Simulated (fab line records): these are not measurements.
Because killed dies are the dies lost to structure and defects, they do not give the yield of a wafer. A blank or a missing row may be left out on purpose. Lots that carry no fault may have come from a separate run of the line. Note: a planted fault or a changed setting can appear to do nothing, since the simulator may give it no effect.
What tool caused it? / flow n5-finfet / 8 lots with 24 wafers sampled at 5 steps, on a route of 1938 steps

== WHAT THE GAUGES READ, wafer by wafer ==
N5_BEOL_M4_RC_MEAS_101.
lot=L461; measured=day 8 17:25; on=prober-02; IOFF_N_LONG (nA/um)=5.13e-05 5.24e-05 5.29e-05
lot=L465; measured=day 9 22:37; on=prober-02; IOFF_N_LONG (nA/um)=7.12e-05 0.0001063 5.48e-05
lot=L467; measured=day 10 07:43; on=prober-02; IOFF_N_LONG (nA/um)=5.4e-05 0.0001092 5.51e-05
lot=L471; measured=day 10 21:57; on=prober-01; IOFF_N_LONG (nA/um)=5.34e-05 5.32e-05 5.34e-05
lot=L478; measured=day 12 19:56; on=prober-02; IOFF_N_LONG (nA/um)=5.82e-05 5.73e-05 5.66e-05
lot=L477; measured=day 12 21:11; on=prober-01; IOFF_N_LONG (nA/um)=4.92e-05 4.93e-05 4.9e-05
lot=L480; measured=day 13 15:59; on=prober-02; IOFF_N_LONG (nA/um)=5.33e-05 5.37e-05 5.3e-05
lot=L483; measured=day 13 23:31; on=prober-01; IOFF_N_LONG (nA/um)=5.52e-05 5.51e-05 5.44e-05

== EACH LOT AND THE TOOL THAT RAN IT (in order: tool; ch and the chambers of the sampled wafers; start) ==
lot=L461; N5_SDB_ALD_29=ald-sin-03 ch 0,1,2, day 4 03:38; N5_DUMMY_REMOVAL_HM_STRIP_01=rie-diel-04 ch 0,1, day 4 06:55; N5_HKMG_FIN_ETCH_55=rie-diel-03 ch 0,3, day 4 08:46; N5_HKMG_FIN_ETCH_58=rie-diel-03 ch 0,3, day 4 08:58
lot=L465; N5_SDB_ALD_29=ald-sin-03 ch 2,3, day 5 12:19; N5_DUMMY_REMOVAL_HM_STRIP_01=rie-diel-05 ch 0,1,2, day 5 15:30; N5_HKMG_FIN_ETCH_55=rie-diel-03 ch 0,2, day 5 17:22; N5_HKMG_FIN_ETCH_58=rie-diel-03 ch 0,2, day 5 17:34
lot=L467; N5_SDB_ALD_29=ald-sin-04 ch 0,2,3, day 5 19:30; N5_DUMMY_REMOVAL_HM_STRIP_01=rie-diel-04 ch 0,3, day 5 22:35; N5_HKMG_FIN_ETCH_55=rie-diel-03 ch 0,1,2, day 6 00:49; N5_HKMG_FIN_ETCH_58=rie-diel-03 ch 0,1,2, day 6 01:01
lot=L471; N5_SDB_ALD_29=ald-sin-01 ch 1,2,3, day 6 14:27; N5_DUMMY_REMOVAL_HM_STRIP_01=rie-diel-05 ch 0,2,3, day 6 17:32; N5_HKMG_FIN_ETCH_55=rie-diel-06 ch 1,2,3, day 6 19:13; N5_HKMG_FIN_ETCH_58=rie-diel-06 ch 1,2,3, day 6 19:26
lot=L478; N5_SDB_ALD_29=ald-sin-03 ch 0,1,2, day 8 07:21; N5_DUMMY_REMOVAL_HM_STRIP_01=rie-diel-04 ch 1,2,3, day 8 10:26; N5_HKMG_FIN_ETCH_55=rie-diel-03 ch 0,2,3, day 8 12:19; N5_HKMG_FIN_ETCH_58=rie-diel-03 ch 0,2,3, day 8 12:32
lot=L477; N5_SDB_ALD_29=ald-sin-01 ch 0,1,3, day 8 07:53; N5_DUMMY_REMOVAL_HM_STRIP_01=rie-diel-04 ch 0,1,2, day 8 10:58; N5_HKMG_FIN_ETCH_55=rie-diel-06 ch 1,2,3, day 8 12:31; N5_HKMG_FIN_ETCH_58=rie-diel-06 ch 1,2,3, day 8 12:44
lot=L480; N5_SDB_ALD_29=ald-sin-01 ch 0,3, day 9 00:04; N5_DUMMY_REMOVAL_HM_STRIP_01=rie-diel-04 ch 0,1, day 9 03:09; N5_HKMG_FIN_ETCH_55=rie-diel-02 ch 2,3, day 9 04:50; N5_HKMG_FIN_ETCH_58=rie-diel-02 ch 2,3, day 9 05:02
lot=L483; N5_SDB_ALD_29=ald-sin-03 ch 0,1,3, day 9 21:25; N5_DUMMY_REMOVAL_HM_STRIP_01=rie-diel-05 ch 0,1,3, day 10 00:32; N5_HKMG_FIN_ETCH_55=rie-diel-03 ch 0,1, day 10 02:14; N5_HKMG_FIN_ETCH_58=rie-diel-03 ch 0,1, day 10 02:26
- N5_SDB_ALD_29: deposits SiNx, target thk 30 nm, pulse time 1 s, ald cycles 600.
- N5_DUMMY_REMOVAL_HM_STRIP_01: strips SiNx in CH3F/O2, stops on poly-Si, target depth 4 nm, time 6.8 s.
- N5_HKMG_FIN_ETCH_55: etches SOC in N2/H2, target depth 240 nm, time 300 s.
- N5_HKMG_FIN_ETCH_58: etches SOC in N2/H2, target depth 215.8 nm, time 741 s.

== THE ANSWER, worked out from the rows above alone ==
Rule: usual is defined by the lots themselves. Put in order of their means at a reading, lots are off if they are a third of the lots or fewer, leave a main group of 4 or more, and stand apart from it by a gap of 3 or more times the standard deviation of the main group's means; of several such gaps the widest counts. A main group whose means are all the same, to the digits that the tables above print for the reading, isn't used. A lot without any number at a reading at which 4 lots or more have one is off too. The other lots that the step has rows for count as sound.
Off: L465, L467, at N5_BEOL_M4_RC_MEAS_101 (IOFF_N_LONG). Main group: mean 5.34e-05 nA/um, sd 2.5e-06.
If a tool, at a process step before that reading, ran all the lots that are off and no sound lot after the first of them, it fits. Gauges at N5_BEOL_M4_RC_MEAS_101: tried the same way as those tools. Of those tried, none fits.

== WHAT THE SIMULATOR HAD INSERTED ==
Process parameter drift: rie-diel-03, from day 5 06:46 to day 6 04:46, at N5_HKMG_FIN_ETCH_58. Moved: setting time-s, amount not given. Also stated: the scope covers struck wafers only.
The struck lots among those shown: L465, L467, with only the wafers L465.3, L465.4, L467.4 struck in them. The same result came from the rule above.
